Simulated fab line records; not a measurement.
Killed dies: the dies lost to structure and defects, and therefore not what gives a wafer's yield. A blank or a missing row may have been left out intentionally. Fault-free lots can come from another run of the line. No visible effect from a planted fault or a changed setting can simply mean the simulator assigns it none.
fab line records | flow n5-finfet
record: lots: 12 | wafers: 32 | last-day: 17
route steps=1938 shown BEOL_M14@1766 BEOL_M15@1779
lots that met no fault: from a run of the same line without faults
start-h: hours from the record's opening day to when the first of the lot's shown wafers began | wait-h: how many hours have passed since the lot's step before this one | " repeats the value in the row above | L1.1+2: a row that stands for several wafers | - no value, or no start was given | * or withheld: withheld | < > ~ a bound
route shown NAME@n: a module of which the file shows steps, and the number in the route of the first | usual: average and standard deviation across the fault-free wafers | same: alike in all rows | chamber/n: place in a boat | sites: per-site readings | _std_site: standard deviation of those values | _edge_site: inner sites' mean taken away from outer sites' mean | radius-mm: how far each site lies from the wafer's centre | mask NAME#n: copy n | behind: tool/chamber where the wafer was last shaped | hold: cause of the lot's hold/its duration in hours/its outcome | device: the transistor (n, p or np) that didn't switch | end of line: the same wafers' tests at the end of the route | for a step that has no rows: nothing shown but its recipe | killed: at the first sort, the dies lost to defects and structure; wafer yield is something else | map: a wafer's dies, marking killed ones x, the rest . and places with no die _
set.NAME: the setting the step ran with; set.NAME@STEP: the setting that earlier step ran with | model.NAME: the simulator's own value behind a step, which no gauge read
one table for each step of the route and one row for each wafer, over a sample of lots
services: a tool's chamber out of use, with start hour (start-h, from the record's first day; less than 0 if before it), hours out, and reason
== steps ==
step: N5_BEOL_M14_ANNEAL_48
recipe: temp-c: 225 | time-s: 90 | ambient: N2
usual: wafer_temp_C_max: 226.21/0.29
lot.wafer | tool          | chamber | start-h | wait-h | wafer_temp_C_max
L217.1    | rtp-anneal-01 | 0       | 264.11  | 0.2    | 226.30
L217.2    | "             | 0       | "       | "      | 226.36
L217.5    | "             | 0       | "       | "      | 226.16
L216.2    | rtp-anneal-02 | 0       | 266.77  | 0.9    | 226.21
L216.4    | "             | 0       | "       | "      | 226.10
L216.5    | "             | 0       | "       | "      | 226.56
L224.2    | rtp-anneal-02 | 0       | 293.32  | 0.5    | 226.27
L224.3    | "             | 0       | "       | "      | 226.01
L223.3    | rtp-anneal-02 | 0       | 298.06  | 0.2    | 226.56
L223.6    | "             | 0       | "       | "      | 225.95
L226.2    | rtp-anneal-02 | 0       | 304.17  | 0.4    | 226.21
L226.4    | "             | 0       | "       | "      | 226.16
L230.2    | rtp-anneal-02 | 0       | 340.48  | 0.2    | 226.17
L230.5    | "             | 0       | "       | "      | 225.94
L230.6    | "             | 0       | "       | "      | 226.48
L232.1    | rtp-anneal-02 | 0       | 353.52  | 0.3    | 226.69
L232.3    | "             | 0       | "       | "      | 225.85
L232.5    | "             | 0       | "       | "      | 226.40
L236.1    | rtp-anneal-01 | 0       | 375.60  | 0.6    | 225.78
L236.5    | "             | 0       | "       | "      | 226.30
L236.6    | "             | 0       | "       | "      | 226.35
L235.2    | rtp-anneal-01 | 0       | 377.31  | 0.2    | 226.29
L235.3    | "             | 0       | "       | "      | 226.13
L237.1    | rtp-anneal-02 | 0       | 388.69  | 0.2    | 226.16
L237.2    | "             | 0       | "       | "      | 226.26
L237.5    | "             | 0       | "       | "      | 226.96
L239.3    | rtp-anneal-02 | 0       | 390.07  | 0.2    | 226.13
L239.5    | "             | 0       | "       | "      | 226.30
L239.6    | "             | 0       | "       | "      | 226.20
L238.2    | rtp-anneal-02 | 0       | 390.48  | 0.3    | 226.21
L238.4    | "             | 0       | "       | "      | 225.94
L238.6    | "             | 0       | "       | "      | 226.04
step: N5_BEOL_M14_RS_MEAS_54
recipe: thk-meas-gauge: four-point-probe | reads: Cu_of_BEOL_M14_ECD_47+Ta_of_BEOL_M14_SPUTTER_44+TaN_of_BEOL_M14_SPUTTER_43
usual: M14_RS: 0.0336/0.0013
lot.wafer | tool          | chamber | start-h | wait-h | M14_RS[ohm/sq]
L217.1    | film-metro-02 | -       | 264.83  | 0.0    | 0.0322
L217.2    | "             | -       | "       | "      | 0.0360
L217.5    | "             | -       | "       | "      | 0.0320
L216.2    | film-metro-01 | -       | 267.45  | 0.1    | 0.0322
L216.4    | "             | -       | "       | "      | 0.0360
L216.5    | "             | -       | "       | "      | 0.0361
L224.2    | film-metro-02 | -       | 294.03  | 0.1    | 0.0316
L224.3    | "             | -       | "       | "      | 0.0343
L223.3    | film-metro-02 | -       | 298.71  | 0.1    | 0.0349
L223.6    | "             | -       | "       | "      | 0.0338
L226.2    | film-metro-02 | -       | 304.85  | 0.1    | 0.0328
L226.4    | "             | -       | "       | "      | 0.0328
L230.2    | film-metro-01 | -       | 341.17  | 0.1    | 0.0338
L230.5    | "             | -       | "       | "      | 0.0312
L230.6    | "             | -       | "       | "      | 0.0342
L232.1    | film-metro-02 | -       | 354.24  | 0.0    | 0.0340
L232.3    | "             | -       | "       | "      | 0.0314
L232.5    | "             | -       | "       | "      | 0.0343
L236.1    | film-metro-01 | -       | 376.32  | 0.0    | 0.0325
L236.5    | "             | -       | "       | "      | 0.0321
L236.6    | "             | -       | "       | "      | 0.0349
L235.2    | film-metro-01 | -       | 377.98  | 0.1    | 0.0346
L235.3    | "             | -       | "       | "      | 0.0340
L237.1    | film-metro-02 | -       | 389.41  | 0.0    | 0.0349
L237.2    | "             | -       | "       | "      | 0.0345
L237.5    | "             | -       | "       | "      | 0.0346
L239.3    | film-metro-02 | -       | 390.70  | 0.1    | 0.0343
L239.5    | "             | -       | "       | "      | 0.0344
L239.6    | "             | -       | "       | "      | 0.0347
L238.2    | film-metro-02 | -       | 391.15  | 0.1    | 0.0319
L238.4    | "             | -       | "       | "      | 0.0323
L238.6    | "             | -       | "       | "      | 0.0319
step: N5_BEOL_M15_EXPOSE_07
recipe: mask-id: V14 | na: 0.8 | source-shape: annular | sigma-inner: 0.5 | sigma-outer: 0.8 | polarization: unpolarized | attpsm-phase-deg: 180 | dose-mj: 41.25
usual: exposure-dose-mJ-cm2: 41.21/0.049
same: na: 0.8
lot.wafer | tool           | chamber | start-h | wait-h | mask  | exposure-dose-mJ-cm2
L217.1    | krf-scanner-02 | 0       | 265.51  | -      | V14#0 | 41.20
L217.2    | "              | 0       | "       | "      | V14#0 | 41.25
L217.5    | "              | 0       | "       | "      | V14#0 | 41.23
L216.2    | krf-scanner-01 | 0       | 268.13  | -      | V14#0 | 41.28
L216.4    | "              | 0       | "       | "      | V14#0 | 41.28
L216.5    | "              | 0       | "       | "      | V14#0 | 41.24
L224.2    | krf-scanner-02 | 0       | 294.71  | -      | V14#0 | 41.27
L224.3    | "              | 0       | "       | "      | V14#0 | 41.29
L223.3    | krf-scanner-02 | 0       | 299.27  | -      | V14#0 | 41.19
L223.6    | "              | 0       | "       | "      | V14#0 | 41.12
L226.2    | krf-scanner-02 | 0       | 305.48  | -      | V14#0 | 41.14
L226.4    | "              | 0       | "       | "      | V14#0 | 41.14
L230.2    | krf-scanner-01 | 0       | 341.74  | -      | V14#0 | 41.23
L230.5    | "              | 0       | "       | "      | V14#0 | 41.20
L230.6    | "              | 0       | "       | "      | V14#0 | 41.20
L232.1    | krf-scanner-01 | 0       | 354.70  | -      | V14#0 | 41.21
L232.3    | "              | 0       | "       | "      | V14#0 | 41.21
L232.5    | "              | 0       | "       | "      | V14#0 | 41.28
L236.1    | krf-scanner-01 | 0       | 376.89  | -      | V14#0 | 41.12
L236.5    | "              | 0       | "       | "      | V14#0 | 41.22
L236.6    | "              | 0       | "       | "      | V14#0 | 41.18
L235.2    | krf-scanner-01 | 0       | 378.43  | -      | V14#0 | 41.26
L235.3    | "              | 0       | "       | "      | V14#0 | 41.20
L237.1    | krf-scanner-02 | 0       | 389.98  | -      | V14#0 | 41.22
L237.2    | "              | 0       | "       | "      | V14#0 | 41.26
L237.5    | "              | 0       | "       | "      | V14#0 | 41.21
L239.3    | krf-scanner-02 | 0       | 391.16  | -      | V14#0 | 41.20
L239.5    | "              | 0       | "       | "      | V14#0 | 41.19
L239.6    | "              | 0       | "       | "      | V14#0 | 41.10
L238.2    | krf-scanner-02 | 0       | 391.60  | -      | V14#0 | 41.19
L238.4    | "              | 0       | "       | "      | V14#0 | 41.16
L238.6    | "              | 0       | "       | "      | V14#0 | 41.11
step: N5_BEOL_M15_CD_MEAS_10
recipe: target-cd-nm: 360 | landing-energy-ev: 500 | detector: se-inlens | polarity: opening
usual: cd-nm: 360.1/1.9
lot.wafer | tool      | chamber | start-h | wait-h | cd-nm
L217.1    | cd-sem-02 | 0       | 265.68  | -      | 359.0
L217.2    | "         | 0       | "       | "      | 358.0
L217.5    | "         | 0       | "       | "      | 358.6
L216.2    | cd-sem-02 | 0       | 268.30  | -      | 363.0
L216.4    | "         | 0       | "       | "      | 360.2
L216.5    | "         | 0       | "       | "      | 361.6
L224.2    | cd-sem-03 | 0       | 294.88  | -      | 371.1
L224.3    | "         | 0       | "       | "      | 361.9
L223.3    | cd-sem-01 | 0       | 299.44  | -      | 361.2
L223.6    | "         | 0       | "       | "      | 374.5
L226.2    | cd-sem-03 | 0       | 305.65  | -      | 370.3
L226.4    | "         | 0       | "       | "      | 357.5
L230.2    | cd-sem-02 | 0       | 341.91  | -      | 357.8
L230.5    | "         | 0       | "       | "      | 359.3
L230.6    | "         | 0       | "       | "      | 358.5
L232.1    | cd-sem-01 | 0       | 354.88  | -      | 358.6
L232.3    | "         | 0       | "       | "      | 359.7
L232.5    | "         | 0       | "       | "      | 358.4
L236.1    | cd-sem-01 | 0       | 377.06  | -      | 361.4
L236.5    | "         | 0       | "       | "      | 360.6
L236.6    | "         | 0       | "       | "      | 359.8
L235.2    | cd-sem-03 | 0       | 378.60  | -      | 361.2
L235.3    | "         | 0       | "       | "      | 360.2
L237.1    | cd-sem-03 | 0       | 390.15  | -      | 358.2
L237.2    | "         | 0       | "       | "      | 359.7
L237.5    | "         | 0       | "       | "      | 360.5
L239.3    | cd-sem-02 | 0       | 391.32  | -      | 362.1
L239.5    | "         | 0       | "       | "      | 360.4
L239.6    | "         | 0       | "       | "      | 360.6
L238.2    | cd-sem-03 | 0       | 391.77  | -      | 361.1
L238.4    | "         | 0       | "       | "      | 361.9
L238.6    | "         | 0       | "       | "      | 360.5
step: N5_BEOL_M15_DESCUM_15
recipe: chemistry: O2 | time-s: 7.9 | source-power-w: 50 | bias-power-w: 20 | pressure-mtorr: 20 | rf-frequency-hz: 2.712e+07 | temp-c: 40 | o2-flow-sccm: 225
usual: drypump-motor-current-A: 5.9/0.47 | oes-product-au: 0.81/0.076 | rf-vpp-V: 243.0/1.3 | showerhead-plenum-p-Torr: 2.09/0.07 | throttle-valve-pct: 20.39/0.26
lot.wafer | tool        | chamber | start-h | wait-h | drypump-motor-current-A | oes-product-au | rf-hours-counter-h | rf-vpp-V | showerhead-plenum-p-Torr | throttle-valve-pct
L217.1    | rie-diel-06 | 3       | 265.77  | 0.0    | 5.4                     | 0.86           | 61                 | 244.9    | 2.22                     | 20.28
L217.2    | "           | 0       | "       | "      | 6.1                     | 0.81           | 104                | 243.4    | 2.13                     | 20.73
L217.5    | "           | 3       | "       | "      | 5.4                     | 0.87           | -                  | 244.3    | 2.22                     | 20.28
L216.2    | rie-diel-03 | 0       | 268.39  | 0.0    | 6.3                     | 0.92           | 27                 | 243.1    | 2.04                     | 19.91
L216.4    | "           | 3       | "       | "      | 5.7                     | 0.67           | 242                | 243.7    | 2.15                     | 20.69
L216.5    | "           | 1       | "       | "      | 5.7                     | 0.73           | -                  | 242.3    | 1.98                     | 20.69
L224.2    | rie-diel-06 | 1       | 294.97  | 0.0    | 5.5                     | 0.88           | 41                 | 243.3    | 2.04                     | 20.25
L224.3    | "           | 0       | "       | "      | 6.0                     | 0.81           | 113                | 242.0    | 2.13                     | 20.76
L223.3    | rie-diel-06 | 0       | 299.61  | 0.1    | 6.0                     | 0.80           | 115                | 243.3    | 2.13                     | 20.77
L223.6    | "           | 3       | "       | "      | 5.4                     | 0.85           | -                  | 244.8    | 2.22                     | 20.30
L226.2    | rie-diel-02 | 3       | 305.74  | 0.0    | 5.2                     | 0.80           | 91                 | 241.1    | 2.02                     | 20.24
L226.4    | "           | 1       | "       | "      | 6.6                     | 0.76           | 129                | 242.8    | 2.11                     | 20.26
L230.2    | rie-diel-06 | 1       | 342.07  | 0.1    | 5.5                     | 0.88           | 54                 | 242.6    | 2.04                     | 20.25
L230.5    | "           | 3       | "       | "      | 5.4                     | 0.82           | -                  | 246.5    | 2.22                     | 20.31
L230.6    | "           | 2       | "       | "      | 5.4                     | 0.72           | -                  | 243.0    | 2.07                     | 20.79
L232.1    | rie-diel-02 | 2       | 354.97  | 0.0    | 6.1                     | 0.87           | 50                 | 241.3    | 2.04                     | 20.40
L232.3    | "           | 3       | "       | "      | 5.2                     | 0.78           | 107                | 241.0    | 2.01                     | 20.27
L232.5    | "           | 3       | "       | "      | 5.2                     | 0.79           | -                  | 241.7    | 2.01                     | 20.28
L236.1    | rie-diel-02 | 1       | 377.50  | 0.4    | 6.6                     | 0.74           | 154                | 243.5    | 2.10                     | 20.30
L236.5    | "           | 2       | "       | "      | 6.1                     | 0.85           | -                  | 241.3    | 2.03                     | 20.42
L236.6    | "           | 1       | "       | "      | 6.6                     | 0.75           | -                  | 242.6    | 2.10                     | 20.31
L235.2    | rie-diel-02 | 3       | 378.76  | 0.1    | 5.3                     | 0.77           | 116                | 242.8    | 2.01                     | 20.28
L235.3    | "           | 1       | "       | "      | 6.6                     | 0.74           | 155                | 243.4    | 2.10                     | 20.30
L237.1    | rie-diel-03 | 0       | 390.25  | 0.0    | 6.2                     | 0.87           | 68                 | 241.7    | 2.03                     | 19.98
L237.2    | "           | 3       | "       | "      | 5.7                     | 0.89           | 25                 | 244.5    | 2.14                     | 20.38
L237.5    | "           | 1       | "       | "      | 5.7                     | 0.71           | -                  | 241.0    | 1.97                     | 20.76
L239.3    | rie-diel-06 | 0       | 391.68  | 0.3    | 6.0                     | 0.79           | 137                | 243.4    | 2.12                     | 20.79
L239.5    | "           | 1       | "       | "      | 5.5                     | 0.87           | -                  | 241.5    | 2.03                     | 20.26
L239.6    | "           | 0       | "       | "      | 6.0                     | 0.79           | -                  | 243.3    | 2.12                     | 20.80
L238.2    | rie-diel-02 | 3       | 391.86  | 0.0    | 5.3                     | 0.76           | 124                | 242.7    | 2.01                     | 20.29
L238.4    | "           | 3       | "       | "      | 5.3                     | 0.76           | -                  | 242.4    | 2.01                     | 20.30
L238.6    | "           | 2       | "       | "      | 6.1                     | 0.83           | -                  | 242.5    | 2.03                     | 20.44
== services ==
tool           | chamber | start-h | hours | kind
krf-scanner-02 | -       | 242.22  | 0.8   | pm
krf-scanner-01 | -       | 255.62  | 1.0   | pm
rie-diel-06    | 1       | 268.83  | 5.7   | repair
krf-scanner-02 | 0       | 285.72  | -     | calibration
rie-diel-03    | 0       | 288.35  | 3.7   | repair
krf-scanner-01 | 0       | 291.77  | -     | calibration
rie-diel-03    | 3       | 298.09  | -     | clean
rie-diel-03    | 3       | 298.09  | -     | consumable-replace:focus-ring
rie-diel-03    | 3       | 298.09  | 12.6  | scheduled-down
krf-scanner-01 | -       | 305.63  | 0.8   | pm
rie-diel-02    | 0       | 307.50  | -     | clean
rie-diel-02    | 0       | 307.50  | -     | consumable-replace:focus-ring
rie-diel-02    | 0       | 307.50  | 16.1  | scheduled-down
rie-diel-02    | 0       | 307.50  | 16.1  | vent-cycle
krf-scanner-02 | -       | 307.80  | 1.0   | pm
krf-scanner-01 | -       | 310.58  | 3.6   | pm
krf-scanner-02 | -       | 346.67  | 1.7   | repair
krf-scanner-02 | -       | 348.53  | 1.3   | pm
rie-diel-06    | -       | 351.47  | 2.8   | pm
krf-scanner-01 | -       | 361.85  | 1.3   | pm
rtp-anneal-02  | -       | 367.70  | 0.8   | pm
rie-diel-06    | -       | 371.00  | 14.6  | pm
krf-scanner-01 | -       | 373.13  | 0.2   | repair
rie-diel-02    | 0       | 376.49  | 31.0  | repair
== key ==
first-sign: step: N5_BEOL_M15_CD_MEAS_10 | reading: cd-nm | direction: up | sigmas: 6.1 | usual: 360.1 | struck: 372.0
effect none on later readings
met-at N5_BEOL_M15_EXPOSE_07
struck-lots L223,L224,L226
struck-wafers L223.6,L224.2,L226.2
not-acting-at N5_BEOL_M14_ANNEAL_48,N5_BEOL_M14_RS_MEAS_54,N5_BEOL_M15_DESCUM_15
onset-between 265.51 294.71
fault: kind: process-parameter-drift | tool: krf-scanner-02 | chamber: - | onset-h: 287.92 | steps: N5_BEOL_M15_EXPOSE_07 | channel: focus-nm | offset: 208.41 | shape: step | end-h: 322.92 | scope: struck-wafers-only
